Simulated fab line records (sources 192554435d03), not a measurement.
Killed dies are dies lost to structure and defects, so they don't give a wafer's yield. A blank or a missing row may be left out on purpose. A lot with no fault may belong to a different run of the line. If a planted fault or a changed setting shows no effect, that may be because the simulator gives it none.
Split-lot experiment | flow n5Finfet | 21 wafers read across 7 lots, on a route 1938 steps long

== THE SPLIT ==
At N5_BEOL_M1_ETCH_64 (etches SOC in N2/H2, target depth 75 nm, overetch 15 nm, time 112.5 s), the setting biasW was moved away from the recipe's 150 W on 9 of the 21 wafers read, by -10.2% to +16.5%. All remaining wafers had this setting at the recipe value.

The reading comes from the split's own step.

== THE READING ==
rfVppV, in V, at N5_BEOL_M1_ETCH_64 (etches SOC in N2/H2, target depth 75 nm, overetch 15 nm, time 112.5 s). A value of 523.6 V with a standard deviation of 2.7 V is what fault-free wafers of this fab line usually give.

wafer  | tool, chamber at the split | biasW as run, W | against the recipe | rfVppV, V | against lot-mates on the recipe
L074.1 | rieDiel-04, 0              | 134.7           | -10.2%             | 489.0     | -33.3
L074.3 | rieDiel-04, 2              | 150             | recipe             | 522.3     | -
L074.5 | rieDiel-04, 0              | 134.7           | -10.2%             | 490.1     | -32.2
L075.3 | rieDiel-04, 1              | 150             | recipe             | 525.4     | -
L075.5 | rieDiel-04, 0              | 150             | recipe             | 523.7     | -
L075.6 | rieDiel-04, 3              | 150             | recipe             | 525.6     | -
L076.2 | rieDiel-06, 2              | 141.8           | -5.5%              | 507.4     | -15.2
L076.4 | rieDiel-06, 1              | 141.8           | -5.5%              | 506.4     | -16.2
L076.6 | rieDiel-06, 0              | 150             | recipe             | 522.6     | -
L077.1 | rieDiel-01, 0              | 142.2           | -5.2%              | 501.3     | -24.7
L077.2 | rieDiel-01, 3              | 142.2           | -5.2%              | 509.1     | -16.9
L077.5 | rieDiel-01, 2              | 150             | recipe             | 526.0     | -
L084.3 | rieDiel-06, 0              | 169.4           | +12.9%             | 563.5     | +45.1
L084.4 | rieDiel-06, 3              | 150             | recipe             | 518.4     | -
L084.5 | rieDiel-06, 2              | 169.4           | +12.9%             | 568.4     | +50.0
L086.1 | rieDiel-04, 2              | 150             | recipe             | 522.3     | -
L086.3 | rieDiel-04, 0              | 150             | recipe             | 524.1     | -
L086.5 | rieDiel-04, 1              | 150             | recipe             | 523.6     | -
L096.4 | rieDiel-01, 2              | 174.7           | +16.5%             | 577.2     | +55.8
L096.5 | rieDiel-01, 3              | 150             | recipe             | 524.9     | -
L096.6 | rieDiel-01, 0              | 150             | recipe             | 518.0     | -

FIT RESULTS
A straight line over all 21 wafers: rfVppV changes by +3.28 V for each +1% of biasW; r = +0.99; the points scatter about the line by 2.6 V.
The same after taking each lot's own level away (the mean of its wafers on the recipe; 21 wafers): +3.45 V for each +1%; r = +0.99; scatter 2.6 V.
The reading moves by 57 V for the largest change in biasW, on that fit.
The lots' own levels span 518.40 to 526.00 V, that is 2.8 times the standard deviation above.
Hence the lot-to-lot level has little effect on the slope; both slopes agree.
Check: +58.2 V against its lot-mates is what the line predicts for one of the wafers moved furthest among these (+16.5%) when that wafer is left out of the fit. Against them it came out at +55.8 V.
Tool readings at the split's step, against how far the setting was moved: rfVppV r = +0.99.

== FURTHER SPLITS ON THESE WAFERS ==
These wafers also went through other splits before the reading. Each is held against what the fit with the lots' levels taken away leaves over:
other split on the same wafers            | wafers away from the commonest value | r with rfVppV (lot level and that fit taken away)
N5_BEOL_M0_SAQP_SPACER2_ALD_26 targetThkA | 9                                    | +0.33
N5_BEOL_M1_COAT_05 spinRpm                | 4                                    | +0.06

== THE WHOLE CHAIN: every reading that the file lists as answering this split, in the file's order ==
step               | what it does                                                          | reading                                                                         | change (the file's fit)                | r (the file's)
N5_BEOL_M1_ETCH_64 | etches SOC in N2/H2, target depth 75 nm, overetch 15 nm, time 112.5 s | rfVppV                                                                          | +3.44 V for each +1% of the setting    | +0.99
N5_BEOL_M1_ETCH_64 | etches SOC in N2/H2, target depth 75 nm, overetch 15 nm, time 112.5 s | SiARC_of_BEOL_M1_COAT_62.thkNm (the simulator's own value, which no gauge read) | -0.0704 nm for each +1% of the setting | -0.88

== THE FILE'S OWN FIT ==
rfVppV changes by +3.44 V for each +1% of biasW, r = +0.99.
